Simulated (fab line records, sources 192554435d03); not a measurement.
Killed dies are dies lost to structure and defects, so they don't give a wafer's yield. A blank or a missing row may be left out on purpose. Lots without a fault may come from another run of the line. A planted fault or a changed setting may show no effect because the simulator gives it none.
Split-lot experiment | flow n5_finfet | 7 lots, 21 wafers read, on a route of 1938 steps

THE SPLIT
At N5_FIN_SAQP_HM_DEP_03 (deposits SiNx from SiH4/NH3/N2, target thk 38 nm, time 33.6 s), the setting time_s was moved away from the recipe's 33.6 s on 7 of the 21 wafers read, by -5.8% to +11.8%. The other wafers ran this setting at the recipe's value.

FROM THE SPLIT TO THE READING: what the file shows between them, 15 steps
- N5_FIN_SAQP_THK_MEAS_05
- N5_FIN_SAQP_COAT_50: time 60 s, resist thk 35 nm (also split here: spin_rpm)
- N5_FIN_SAQP_COAT_10: resist thk 90 nm
- N5_FIN_SAQP_EBR_12
- N5_FIN_SAQP_DESCUM_21: chemistry O2, time 7.9 s
- N5_FIN_SAQP_ETCH_51: etches SiARC in CF4, target depth 45.5 nm, time 75.8 s
- N5_FIN_SAQP_ETCH_52: etches SOC in N2/H2, target depth 100 nm, overetch 20 nm, time 150 s
- N5_FIN_SAQP_STRIP_53: strips in N2/H2
- N5_FIN_SAQP_MANDREL2_REMOVE_60: chemistry HBr/Cl2/O2, target a-Si, stops on SiNx, bt time 10 s
- N5_FIN_SAQP_HM_OPEN_33: chemistry CH3F/O2, target SiNx, target depth 49.4 nm, time 70.6 s
- N5_FIN_SAQP_ETCH_34: etches SiO2 in C4F6/O2, target depth 45 nm, time 15 s
- N5_FIN_SAQP_STRIP_77: strips in N2/H2, time 90 s
- N5_FIN_SAQP_ETCH_64: etches SiO2 in CF4, target depth 1.5 nm
- N5_FIN_SAQP_FIN_ETCH_36: etches the open film in HBr/Cl2/O2, target depth 120 nm, time 50.4 s
- N5_FIN_SAQP_PRECLEAN_38: cleans in O3/DIW, time 45 s

THE READING
SiNx_of_FIN_SAQP_HM_DEP_03.thk_nm (the simulator's own value, which no gauge read), in nm, at N5_FIN_SAQP_PRECLEAN_45 (cleans in dHF, time 10 s). The file gives no usual value for it. The 14 wafers here that ran the recipe average 20.9 nm, standard deviation 0.39 nm.

wafer  | tool, chamber at the split | time_s as run, s | against the recipe | SiNx_of_FIN_SAQP_HM_DEP_03.thk_nm, nm | against lot-mates on the recipe
L074.2 | pecvd-04, 2                | 33.6             | recipe             | 21                                    | -
L074.3 | pecvd-04, 1                | 33.6             | recipe             | 20.6                                  | -
L074.4 | pecvd-04, 1                | 37.36            | +11.2%             | 25.6                                  | +4.8
L078.2 | pecvd-02, 2                | 32.31            | -3.8%              | 18.2                                  | -2.0
L078.3 | pecvd-02, 0                | 32.31            | -3.8%              | 18.4                                  | -1.8
L078.5 | pecvd-02, 2                | 33.6             | recipe             | 20.2                                  | -
L081.1 | pecvd-01, 0                | 33.6             | recipe             | 20                                    | -
L081.3 | pecvd-01, 2                | 33.6             | recipe             | 20.8                                  | -
L081.4 | pecvd-01, 1                | 33.6             | recipe             | 21                                    | -
L084.1 | pecvd-02, 1                | 31.64            | -5.8%              | 19                                    | -2.0
L084.2 | pecvd-02, 2                | 31.64            | -5.8%              | 18.4                                  | -2.6
L084.6 | pecvd-02, 2                | 33.6             | recipe             | 21                                    | -
L089.2 | pecvd-04, 2                | 33.6             | recipe             | 21.2                                  | -
L089.4 | pecvd-04, 0                | 33.6             | recipe             | 21                                    | -
L089.6 | pecvd-04, 1                | 33.6             | recipe             | 21.4                                  | -
L091.2 | pecvd-04, 0                | 37.56            | +11.8%             | 26.2                                  | +4.8
L091.3 | pecvd-04, 2                | 37.56            | +11.8%             | 26.2                                  | +4.8
L091.5 | pecvd-04, 0                | 33.6             | recipe             | 21.4                                  | -
L097.1 | pecvd-04, 2                | 33.6             | recipe             | 21                                    | -
L097.4 | pecvd-04, 0                | 33.6             | recipe             | 21                                    | -
L097.5 | pecvd-04, 1                | 33.6             | recipe             | 20.6                                  | -

THE FIT
A straight line over all 21 wafers: SiNx_of_FIN_SAQP_HM_DEP_03.thk_nm changes by +0.448 nm for each +1% of time_s; r = +0.98; the points scatter about the line by 0.47 nm.
The same after taking each lot's own level away (the mean of its wafers on the recipe; 21 wafers): +0.417 nm for each +1%; r = +0.99; scatter 0.26 nm.
On that fit, the largest move of time_s shifts the reading by 4.9 nm.
The lots' own levels span 20.20 to 21.40 nm, that is 3.1 times the standard deviation above.
So the lot-to-lot level changes the slope little: the two slopes agree.
Check: with one of the wafers moved furthest among these (+11.8%) left out of the fit, the line predicts +4.93 nm for it against its lot-mates. It came out at +4.8 nm against them.

OTHER SPLITS ON THESE WAFERS
These wafers also went through other splits before the reading. Each is held against what the fit with the lots' levels taken away leaves over:
other split on the same wafers            | wafers away from the commonest value | r with SiNx_of_FIN_SAQP_HM_DEP_03.thk_nm (lot level and that fit taken away)
N5_WELL_APT_COAT_02 spin_rpm              | 6                                    | +0.22
N5_PMOS_HMC_CHANNEL_EPI_PEB_07 peb_time_s | 8                                    | +0.35
N5_FIN_SAQP_COAT_50 spin_rpm              | 11                                   | +0.02

THE WHOLE CHAIN: every reading that the file lists as answering this split, in the file's order
step                    | what it does                                                         | reading                                                                            | change (the file's fit)               | r (the file's)
N5_FIN_SAQP_HM_DEP_03   | deposits SiNx from SiH4/NH3/N2, target thk 38 nm, time 33.6 s        | SiNx_of_FIN_SAQP_HM_DEP_03.thk_nm (the simulator's own value, which no gauge read) | +0.392 nm for each +1% of the setting | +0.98
N5_FIN_SAQP_THK_MEAS_05 |                                                                      | thk_nm                                                                             | withheld for each +1% of the setting  | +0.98
N5_FIN_SAQP_HM_OPEN_33  | chemistry CH3F/O2, target SiNx, target depth 49.4 nm, time 70.6 s    | etch_rf_on_time_s                                                                  | withheld for each +1% of the setting  | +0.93
N5_FIN_SAQP_HM_OPEN_33  | chemistry CH3F/O2, target SiNx, target depth 49.4 nm, time 70.6 s    | etch.depth_nm (the simulator's own value, which no gauge read)                     | +0.387 nm for each +1% of the setting | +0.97
N5_FIN_SAQP_ETCH_34     | etches SiO2 in C4F6/O2, target depth 45 nm, time 15 s                | SiNx_of_FIN_SAQP_HM_DEP_03.thk_nm (the simulator's own value, which no gauge read) | +0.395 nm for each +1% of the setting | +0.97
N5_FIN_SAQP_FIN_ETCH_36 | etches the open film in HBr/Cl2/O2, target depth 120 nm, time 50.4 s | SiNx_of_FIN_SAQP_HM_DEP_03.thk_nm (the simulator's own value, which no gauge read) | +0.412 nm for each +1% of the setting | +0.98
N5_FIN_SAQP_PRECLEAN_45 | cleans in dHF, time 10 s                                             | SiNx_of_FIN_SAQP_HM_DEP_03.thk_nm (the simulator's own value, which no gauge read) | +0.419 nm for each +1% of the setting | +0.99

THE FILE'S OWN FIT
SiNx_of_FIN_SAQP_HM_DEP_03.thk_nm changes by +0.419 nm for each +1% of time_s, r = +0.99.
